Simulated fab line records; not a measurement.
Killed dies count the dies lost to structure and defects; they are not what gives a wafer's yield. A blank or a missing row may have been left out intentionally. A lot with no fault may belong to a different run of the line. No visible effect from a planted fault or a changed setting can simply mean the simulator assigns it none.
Matching of chambers	flow nand_harc	NHARC_A_CONTACT_DEP_24 on pecvd-02: 3 sister chambers
The step deposits SiO2, target thk 500 nm. 6 wafers are shown with their chamber, then 7 later ones without.

## EACH WAFER AND ITS CHAMBER
wafer	chamber	throttle_valve_pct (%)	heater_power_outer_w (W)
L963.3	0	16.5	335
L965.1	2	17.0	410
L965.3	1	16.5	357
L965.6	1	16.5	378
L968.1	2	16.9	359
L968.2	0	16.7	294

## WAFERS MISSING THEIR CHAMBER
wafer	throttle_valve_pct (%)	heater_power_outer_w (W)
L968.6	16.4	284
L981.2	16.5	281
L981.3	17.4	337
L981.5	16.4	296
L982.1	16.7	375
L982.2	17.4	349
L982.3	16.6	248

## EACH ONE'S CHAMBER
wafer	from the rows above	in truth
L968.6	can't be placed: 0 or 1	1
L981.2	can't be placed: 0 or 1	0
L981.3	2	2
L981.5	can't be placed: 0 or 1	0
L982.1	can't be placed: 1 or 0 or 2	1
L982.2	2	2
L982.3	0	0
Placed correctly: 3 of 7. From these rows, 4 cannot be placed; in 4 the true chamber is one of the candidates. Placed wrongly: 0.
How it was worked out, from the rows above alone: a wafer's distance from a chamber is the root of the sum, over the readings, of the square of ((its reading less the chamber's mean) divided by the reading's scatter). If the next closest chamber is less than 2 further off than the closest, the wafer can't be placed; otherwise it belongs to the closest. Each chamber's mean is taken over the wafers shown for it. The scatter: take each reading less its chamber's mean, square it, sum over the shown wafers, divide by the number of wafers less the number of chambers, and take the root.
